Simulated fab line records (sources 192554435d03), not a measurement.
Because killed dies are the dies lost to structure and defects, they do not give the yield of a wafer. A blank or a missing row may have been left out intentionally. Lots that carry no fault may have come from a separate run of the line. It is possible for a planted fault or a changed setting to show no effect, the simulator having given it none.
fab line records	flow n5_finfet	part 1 of 2: steps 1 to 4 of 6
[record] lots = 19	wafers = 57	last_day = 16
route steps=1938 shown WELL_APT@28 FIN_SAQP@115 FIN_CUT@167
lots untouched by any fault: they come from a run of this same line in which no faults occurred
start_h: the number of hours between the record's first day and the start of the first shown wafer of the lot	wait_h: hours elapsed since this lot's preceding step	" repeats the value in the row above	L1.1+2: a row that stands for several wafers	- either no value or no given start	* or withheld: withheld	< > ~ a bound
route shown NAME@n: names a module that has steps shown in the file, with the first one's number in the route	usual: mean/standard deviation of fault-free wafers	same: alike in all rows	chamber/n: place in a boat	sites: per-site readings	_std_site: their standard deviation	_edge_site: outer sites' mean less inner sites'	radius_mm: for every site, how far away it sits from the centre of the wafer	mask NAME#n: copy n	behind: the tool/chamber that last shaped the wafer	hold: reason for holding the lot/hours on hold/outcome of the hold	device: the transistor (n, p or np) that didn't switch	end of line: the tests these same wafers got at the end of their route	step lacking rows: just its recipe	killed: the dies lost at the first sort to structure and to defects; this is not the yield of the wafer	map: the dies of a wafer, with x for killed, . for not killed, _ for no die there
set.NAME: the run value of the setting; set.NAME@STEP: its run value at that earlier step	model.NAME: the simulator's own value behind a step, which no gauge read
route steps across a sampled set of lots; one table per step, one row per wafer
services: when a tool's chamber went out of use (start_h, in hours from the record's first day, below 0 if earlier), for how many hours, and the reason
[[steps]]
[step N5_WELL_APT_CD_MEAS_08]
[recipe] target_cd_nm = 200	landing_energy_ev = 500	detector = se_inlens
[usual] cd_nm = 199.3/1.4
lot.wafer	tool	chamber	start_h	wait_h	cd_nm
L074.2	cd_sem-02	0	13.73	-	197.9
L074.3	"	0	"	"	200.9
L074.4	"	0	"	"	199.3
L075.3	cd_sem-02	0	19.60	-	200.8
L075.5	"	0	"	"	200.2
L075.6	"	0	"	"	199.4
L078.1	cd_sem-01	0	37.81	-	200.5
L078.3	"	0	"	"	201.7
L078.6	"	0	"	"	199.1
L079.3	cd_sem-03	0	43.88	-	197.7
L079.5	"	0	"	"	197.8
L079.6	"	0	"	"	199.8
L080.1	cd_sem-01	0	49.56	-	199.4
L080.4	"	0	"	"	197.8
L080.5	"	0	"	"	200.4
L081.2	cd_sem-02	0	55.81	-	201.5
L081.4	"	0	"	"	202.4
L081.6	"	0	"	"	202.9
L082.1	cd_sem-02	0	61.87	-	199.0
L082.2	"	0	"	"	199.3
L082.4	"	0	"	"	200.1
L083.4	cd_sem-02	0	67.69	-	198.4
L083.5	"	0	"	"	199.5
L083.6	"	0	"	"	199.7
L085.2	cd_sem-02	0	80.12	-	199.2
L085.3	"	0	"	"	199.1
L085.6	"	0	"	"	199.1
L086.1	cd_sem-01	0	85.75	-	196.4
L086.2	"	0	"	"	198.8
L086.4	"	0	"	"	197.0
L088.1	cd_sem-02	0	97.56	-	197.7
L088.2	"	0	"	"	199.7
L088.4	"	0	"	"	202.6
L089.1	cd_sem-02	0	107.20	-	199.3
L089.4	"	0	"	"	201.8
L089.6	"	0	"	"	197.7
L090.1	cd_sem-02	0	109.57	-	200.6
L090.4	"	0	"	"	199.8
L090.6	"	0	"	"	198.5
L091.1	cd_sem-03	0	115.56	-	198.9
L091.3	"	0	"	"	197.3
L091.4	"	0	"	"	200.1
L092.2	cd_sem-01	0	121.84	-	197.7
L092.4	"	0	"	"	196.6
L092.6	"	0	"	"	197.8
L093.1	cd_sem-02	0	127.71	-	200.4
L093.5	"	0	"	"	199.6
L093.6	"	0	"	"	201.2
L094.2	cd_sem-01	0	133.68	-	198.9
L094.3	"	0	"	"	201.4
L094.5	"	0	"	"	200.2
L095.1	cd_sem-01	0	139.81	-	196.7
L095.2	"	0	"	"	197.7
L095.4	"	0	"	"	199.6
L096.2	cd_sem-01	0	145.70	-	198.0
L096.3	"	0	"	"	199.6
L096.4	"	0	"	"	197.9
[step N5_FIN_SAQP_ETCH_51]
[recipe] chemistry = CF4	target = SiARC	target_depth_a = 455	mask_material = CAR-ArF	time_s = 75.8	ion_energy_ev = 80	pressure_mtorr = 40	source_w = 545	bias_w = 36	Ar_flow_sccm = 100	cf4_flow_sccm = 100	ends = cleared
[usual] bias_w = 36.00/0.11	drypump_motor_current_A = 5.7/0.38	etch_rf_on_time_s = 75.7/1.8	oes_product_au = 0.66/0.075	rf_vpp_V = 184.2/1.2	showerhead_plenum_p_Torr = 2.16/0.061	throttle_valve_pct = 15.76/0.23
lot.wafer	tool	chamber	start_h	wait_h	bias_w	drypump_motor_current_A	etch_rf_on_time_s	oes_product_au	rf_hours_counter_h	rf_vpp_V	showerhead_plenum_p_Torr	throttle_valve_pct
L074.2	rie_diel-02	0	21.71	0.0	36.07	5.3	79.3	0.56	241	184.1	2.21	16.14
L074.3	"	1	"	"	36.08	5.5	74.8	0.65	146	185.0	2.24	15.84
L074.4	"	2	"	"	36.20	5.0	76.2	0.65	139	183.3	2.16	15.68
L075.3	rie_diel-02	3	27.64	0.0	36.02	5.8	74.0	0.82	5	186.0	2.26	15.34
L075.5	"	2	"	"	36.07	5.0	76.3	0.66	-	183.2	2.16	15.68
L075.6	"	1	"	"	36.07	5.6	75.4	0.65	-	184.0	2.24	15.85
L078.1	rie_diel-04	0	45.95	0.0	35.90	6.1	77.8	0.70	58	183.2	2.10	15.53
L078.3	"	2	"	"	36.03	6.4	77.9	0.65	137	182.3	2.06	15.52
L078.6	"	1	"	"	35.93	5.4	72.8	0.85	-	185.2	2.18	15.46
L079.3	rie_diel-04	3	52.01	0.0	35.97	5.7	75.9	0.65	156	184.9	2.16	15.90
L079.5	"	1	"	"	36.18	5.4	72.2	0.85	-	184.4	2.18	15.47
L079.6	"	2	"	"	36.07	6.4	76.8	0.65	-	181.7	2.06	15.52
L080.1	rie_diel-06	3	57.56	0.0	35.95	5.9	77.8	0.61	194	184.8	2.12	16.12
L080.4	"	2	"	"	35.93	5.3	74.6	0.65	170	183.3	2.05	15.79
L080.5	"	0	"	"	36.07	5.9	74.0	0.60	-	185.3	2.19	15.69
L081.2	rie_diel-06	2	64.91	0.0	35.99	5.3	74.8	0.65	173	182.1	2.05	15.79
L081.4	"	1	"	"	36.05	6.1	77.2	0.61	229	183.4	2.21	15.98
L081.6	"	3	"	"	35.79	5.9	76.6	0.61	-	184.1	2.12	16.14
L082.1	rie_diel-06	1	70.00	0.0	36.09	6.1	76.5	0.60	231	183.4	2.21	15.99
L082.2	"	3	"	"	35.94	5.9	77.4	0.62	199	184.0	2.12	16.14
L082.4	"	0	"	"	35.84	6.0	72.8	0.60	229	183.6	2.19	15.67
L083.4	rie_diel-02	2	75.76	0.0	35.97	5.0	75.4	0.65	-	184.0	2.16	15.72
L083.5	"	1	"	"	35.97	5.5	75.3	0.64	-	185.6	2.23	15.90
L083.6	"	3	"	"	35.71	5.8	73.7	0.78	-	183.9	2.26	15.37
L085.2	rie_diel-06	3	90.69	0.0	36.06	5.9	78.1	0.60	207	184.9	2.12	16.17
L085.3	"	3	"	"	36.12	5.9	78.2	0.60	-	182.5	2.12	16.15
L085.6	"	3	"	"	35.96	5.9	78.8	0.60	-	185.4	2.12	16.16
L086.1	rie_diel-02	2	94.54	0.0	35.89	5.0	76.3	0.63	169	183.5	2.15	15.73
L086.2	"	0	"	"	36.09	5.3	75.8	0.80	11	185.1	2.20	15.71
L086.4	"	3	"	"	36.13	5.7	74.9	0.77	26	185.8	2.25	15.37
L088.1	rie_diel-04	1	106.00	0.0	36.14	5.4	73.3	0.79	28	186.3	2.17	15.51
L088.2	"	0	"	"	35.86	6.1	77.7	0.68	80	182.7	2.09	15.56
L088.4	"	3	"	"	36.09	5.7	76.1	0.63	-	185.2	2.15	15.95
L089.1	rie_diel-04	1	115.97	0.0	36.15	5.4	72.8	0.80	33	183.5	2.17	15.49
L089.4	"	2	"	"	35.89	6.4	76.5	0.64	-	183.3	2.05	15.57
L089.6	"	0	"	"	36.11	6.1	77.2	0.68	-	184.2	2.09	15.57
L090.1	rie_diel-02	2	117.50	0.0	35.78	5.0	76.9	0.62	177	183.9	2.15	15.76
L090.4	"	0	"	"	35.87	5.3	75.5	0.78	20	183.9	2.20	15.70
L090.6	"	1	"	"	36.07	5.5	74.8	0.63	-	184.4	2.22	15.91
L091.1	rie_diel-02	1	123.68	0.0	36.18	5.5	75.3	0.62	187	184.4	2.22	15.93
L091.3	"	0	"	"	36.01	5.3	75.4	0.77	23	184.6	2.20	15.73
L091.4	"	2	"	"	36.06	5.0	77.7	0.62	179	183.7	2.15	15.75
L092.2	rie_diel-04	1	130.33	0.0	36.11	5.4	72.9	0.78	39	184.0	2.17	15.53
L092.4	"	3	"	"	36.10	5.6	77.2	0.62	182	184.8	2.15	15.94
L092.6	"	2	"	"	35.69	6.4	76.9	0.63	-	181.8	2.05	15.57
L093.1	rie_diel-06	0	136.41	0.0	35.95	5.9	74.5	0.58	259	183.6	2.18	15.75
L093.5	"	3	"	"	36.13	5.9	78.7	0.59	-	184.2	2.11	16.21
L093.6	"	2	"	"	36.06	5.3	75.8	0.63	-	183.3	2.05	15.82
L094.2	rie_diel-02	2	142.04	0.0	36.15	5.0	78.3	0.62	186	183.7	2.15	15.78
L094.3	"	0	"	"	35.96	5.3	75.8	0.77	29	183.9	2.19	15.74
L094.5	"	0	"	"	36.02	5.3	76.2	0.77	-	184.1	2.19	15.74
L095.1	rie_diel-04	3	148.27	0.0	35.89	5.7	75.8	0.63	188	182.8	2.15	15.96
L095.2	"	0	"	"	35.93	6.2	76.4	0.67	97	182.3	2.08	15.61
L095.4	"	1	"	"	35.90	5.4	72.7	0.77	45	183.5	2.16	15.54
L096.2	rie_diel-06	2	153.63	0.0	35.82	5.3	75.5	0.62	200	183.3	2.04	15.84
L096.3	"	0	"	"	35.88	6.0	73.3	0.58	266	185.4	2.17	15.78
L096.4	"	2	"	"	35.93	5.2	75.6	0.62	-	183.5	2.05	15.82
[step N5_FIN_SAQP_ETCH_52]
[recipe] chemistry = N2/H2	target = SOC	target_depth_a = 1000	overetch_a = 200	mask_material = SiARC	temp_c = 40	time_s = 150	ion_energy_ev = 200	pressure_mtorr = 30	source_w = 840	bias_w = 150	n2_flow_sccm = 200	h2_flow_sccm = 200	ends = end_point
[usual] bias_w = 150.0/0.42	drypump_motor_current_A = 5.7/0.38	oes_product_au = 0.69/0.074	rf_vpp_V = 524.3/2.3	showerhead_plenum_p_Torr = 2.55/0.077	throttle_valve_pct = 17.94/0.2
lot.wafer	tool	chamber	start_h	wait_h	bias_w	drypump_motor_current_A	oes_product_au	rf_hours_counter_h	rf_vpp_V	showerhead_plenum_p_Torr	throttle_valve_pct
L074.2	rie_diel-02	0	21.77	0.0	150.4	5.3	0.61	241	525.4	2.61	18.29
L074.3	"	1	"	"	150.4	5.5	0.67	146	527.4	2.66	18.00
L074.4	"	2	"	"	149.4	5.0	0.69	139	523.5	2.54	17.80
L075.3	rie_diel-02	3	27.70	0.0	151.1	5.7	0.84	5	530.1	2.71	17.66
L075.5	"	2	"	"	149.2	5.0	0.68	-	524.9	2.54	17.79
L075.6	"	1	"	"	150.1	5.6	0.68	-	525.6	2.66	18.00
L078.1	rie_diel-04	0	46.01	0.0	149.9	6.2	0.75	59	521.1	2.46	17.58
L078.3	"	2	"	"	149.9	6.4	0.69	137	522.3	2.46	17.77
L078.6	"	1	"	"	150.7	5.4	0.86	-	524.8	2.60	17.79
L079.3	rie_diel-04	3	52.07	0.0	149.5	5.7	0.68	157	524.9	2.54	18.04
L079.5	"	1	"	"	149.8	5.4	0.86	-	525.1	2.60	17.78
L079.6	"	2	"	"	150.0	6.4	0.69	-	521.4	2.46	17.75
L080.1	rie_diel-06	3	57.61	0.0	150.3	6.0	0.65	194	524.7	2.53	18.32
L080.4	"	2	"	"	149.9	5.3	0.67	170	520.6	2.43	18.02
L080.5	"	0	"	"	150.5	6.0	0.62	-	526.9	2.60	17.88
L081.2	rie_diel-06	2	64.97	0.0	150.0	5.3	0.67	173	520.8	2.43	18.01
L081.4	"	1	"	"	150.2	6.1	0.64	229	525.6	2.60	18.05
L081.6	"	3	"	"	149.7	6.0	0.65	-	522.8	2.52	18.31
L082.1	rie_diel-06	1	70.06	0.0	151.0	6.1	0.64	231	526.0	2.60	18.06
L082.2	"	3	"	"	150.0	5.9	0.65	199	522.7	2.52	18.32
L082.4	"	0	"	"	149.8	6.0	0.61	229	526.2	2.60	17.90
L083.4	rie_diel-02	2	75.84	0.0	150.1	5.0	0.68	-	523.5	2.53	17.83
L083.5	"	1	"	"	150.0	5.6	0.66	-	526.6	2.65	18.03
L083.6	"	3	"	"	149.9	5.7	0.81	-	528.3	2.70	17.70
L085.2	rie_diel-06	3	90.78	0.1	149.9	5.9	0.64	207	522.9	2.52	18.35
L085.3	"	3	"	"	150.4	5.9	0.64	-	522.7	2.52	18.34
L085.6	"	3	"	"	150.4	5.9	0.64	-	523.9	2.52	18.33
L086.1	rie_diel-02	2	94.60	0.0	150.4	5.0	0.66	169	522.8	2.53	17.83
L086.2	"	0	"	"	150.3	5.3	0.84	11	525.3	2.60	17.95
L086.4	"	3	"	"	150.2	5.8	0.80	26	528.7	2.70	17.71
L088.1	rie_diel-04	1	106.06	0.0	150.7	5.4	0.82	28	524.7	2.59	17.81
L088.2	"	0	"	"	149.8	6.1	0.73	80	522.7	2.45	17.62
L088.4	"	3	"	"	150.6	5.7	0.66	-	524.8	2.53	18.08
L089.1	rie_diel-04	1	116.03	0.0	149.3	5.4	0.81	33	525.5	2.59	17.82
L089.4	"	2	"	"	149.9	6.4	0.67	-	521.1	2.45	17.80
L089.6	"	0	"	"	149.3	6.2	0.72	-	521.4	2.45	17.64
L090.1	rie_diel-02	2	117.56	0.0	150.5	5.0	0.66	177	522.7	2.52	17.84
L090.4	"	0	"	"	150.0	5.3	0.81	20	525.8	2.60	17.97
L090.6	"	1	"	"	150.1	5.5	0.65	-	527.1	2.64	18.06
L091.1	rie_diel-02	1	123.73	0.0	149.9	5.5	0.65	187	526.1	2.64	18.06
L091.3	"	0	"	"	150.1	5.3	0.81	23	525.5	2.60	17.97
L091.4	"	2	"	"	150.4	5.0	0.66	179	523.4	2.52	17.86
L092.2	rie_diel-04	1	130.39	0.0	150.4	5.4	0.80	39	525.7	2.58	17.84
L092.4	"	3	"	"	150.3	5.7	0.66	182	523.1	2.52	18.09
L092.6	"	2	"	"	149.7	6.4	0.66	-	520.4	2.44	17.82
L093.1	rie_diel-06	0	136.47	0.0	150.1	5.9	0.60	259	525.8	2.58	17.94
L093.5	"	3	"	"	150.0	5.9	0.64	-	521.3	2.51	18.38
L093.6	"	2	"	"	150.5	5.3	0.66	-	520.7	2.42	18.05
L094.2	rie_diel-02	2	142.10	0.0	149.3	5.0	0.66	186	523.5	2.52	17.86
L094.3	"	0	"	"	150.6	5.3	0.80	29	524.0	2.60	17.98
L094.5	"	0	"	"	149.9	5.3	0.79	-	524.8	2.60	17.99
L095.1	rie_diel-04	3	148.33	0.0	150.6	5.7	0.65	188	524.2	2.52	18.11
L095.2	"	0	"	"	150.5	6.2	0.70	97	521.6	2.45	17.66
L095.4	"	1	"	"	149.5	5.4	0.79	45	524.6	2.58	17.85
L096.2	rie_diel-06	2	153.69	0.0	150.1	5.3	0.65	200	520.6	2.41	18.06
L096.3	"	0	"	"	150.0	6.0	0.59	266	524.1	2.58	17.94
L096.4	"	2	"	"	150.0	5.3	0.65	-	520.8	2.41	18.06
[step N5_FIN_SAQP_MANDREL_ETCH_58]
[recipe] chemistry = HBr/Cl2	target = a-Si	target_depth_a = 450	bt_time_s = 10	stop_on = SiNx	mask_material = SiO2	over_etch_frac = 0.8	time_s = 27	pressure_mtorr = 10	icp_w = 800	bias_w = 75	HBr_flow_sccm = 150	Cl2_flow_sccm = 80	ends = end_point
[usual] bias_w = 75.00/0.2	drypump_motor_current_A = 6.1/0.47	oes_product_au = 0.703/0.011	throttle_valve_pct = 35.61/0.28
lot.wafer	tool	chamber	start_h	wait_h	bias_w	drypump_motor_current_A	oes_product_au	rf_hours_counter_h	throttle_valve_pct
L074.2	rie_si-03	3	23.88	0.0	75.20	6.3	0.704	164	36.00
L074.3	"	2	"	"	75.18	5.6	0.691	124	35.27
L074.4	"	0	"	"	74.68	5.6	0.723	176	35.30
L075.3	rie_si-04	0	30.38	0.0	74.73	6.8	0.696	82	35.64
L075.5	"	1	"	"	75.09	6.9	0.702	-	35.30
L075.6	"	2	"	"	75.45	6.0	0.708	-	35.65
L078.1	rie_si-04	1	48.28	0.0	75.06	6.9	0.693	105	35.31
L078.3	"	3	"	"	75.12	5.8	0.691	18	35.66
L078.6	"	3	"	"	75.11	5.8	0.703	-	35.64
L079.3	rie_si-03	2	54.22	0.0	75.02	5.6	0.689	125	35.27
L079.5	"	0	"	"	74.88	5.6	0.701	-	35.32
L079.6	"	3	"	"	75.19	6.3	0.706	-	35.98
L080.1	rie_si-03	0	59.76	0.0	75.00	5.6	0.701	177	35.33
L080.4	"	3	"	"	74.80	6.3	0.694	165	35.98
L080.5	"	2	"	"	75.21	5.6	0.695	-	35.24
L081.2	rie_si-03	2	68.48	0.0	75.02	5.6	0.703	125	35.26
L081.4	"	1	"	"	75.26	6.7	0.719	42	35.78
L081.6	"	3	"	"	74.48	6.3	0.700	-	35.95
L082.1	rie_si-04	2	72.16	0.0	75.24	6.0	0.678	149	35.70
L082.2	"	3	"	"	75.19	5.7	0.678	18	35.68
L082.4	"	0	"	"	75.06	6.7	0.695	83	35.65
L083.4	rie_si-05	0	77.90	0.0	75.50	5.7	0.705	64	35.96
L083.5	"	3	"	"	75.02	5.7	0.692	-	35.39
L083.6	"	2	"	"	74.82	6.4	0.704	-	35.52
L085.2	rie_si-03	3	93.89	0.0	75.14	6.3	0.687	166	36.01
L085.3	"	0	"	"	74.96	5.6	0.707	177	35.30
L085.6	"	3	"	"	75.13	6.3	0.701	-	35.96
L086.1	rie_si-03	1	97.03	0.0	75.24	6.7	0.707	42	35.80
L086.2	"	0	"	"	75.10	5.6	0.718	177	35.31
L086.4	"	2	"	"	75.05	5.6	0.691	125	35.29
L088.1	rie_si-03	2	108.25	0.0	74.70	5.6	0.685	126	35.29
L088.2	"	0	"	"	75.24	5.6	0.699	178	35.34
L088.4	"	1	"	"	74.99	6.7	0.703	42	35.80
L089.1	rie_si-05	3	118.67	0.0	74.96	5.8	0.715	70	35.36
L089.4	"	1	"	"	74.97	5.5	0.718	19	35.97
L089.6	"	2	"	"	74.96	6.5	0.724	-	35.47
L090.1	rie_si-03	1	119.77	0.0	75.04	6.7	0.708	43	35.79
L090.4	"	2	"	"	74.85	5.6	0.696	126	35.25
L090.6	"	2	"	"	75.01	5.6	0.698	-	35.25
L091.1	rie_si-03	3	125.90	0.0	75.25	6.3	0.694	167	36.00
L091.3	"	0	"	"	75.23	5.6	0.703	178	35.33
L091.4	"	2	"	"	74.99	5.6	0.691	126	35.26
L092.2	rie_si-03	2	132.54	0.0	74.98	5.6	0.699	126	35.27
L092.4	"	1	"	"	74.70	6.7	0.712	43	35.79
L092.6	"	3	"	"	74.51	6.3	0.700	-	35.97
L093.1	rie_si-05	0	138.57	0.0	74.95	5.8	0.695	65	35.96
L093.5	"	1	"	"	74.98	5.5	0.719	-	36.00
L093.6	"	2	"	"	75.04	6.4	0.707	-	35.50
L094.2	rie_si-04	2	144.43	0.0	74.90	6.0	0.685	150	35.69
L094.3	"	0	"	"	74.78	6.7	0.689	84	35.68
L094.5	"	3	"	"	75.21	5.8	0.692	-	35.64
L095.1	rie_si-05	0	150.43	0.0	74.95	5.8	0.698	65	35.94
L095.2	"	1	"	"	75.10	5.4	0.710	19	35.99
L095.4	"	3	"	"	74.85	5.7	0.695	71	35.36
L096.2	rie_si-04	3	156.07	0.0	74.63	5.7	0.694	19	35.65
L096.3	"	0	"	"	75.25	6.7	0.694	84	35.66
L096.4	"	2	"	"	75.08	6.0	0.691	150	35.69
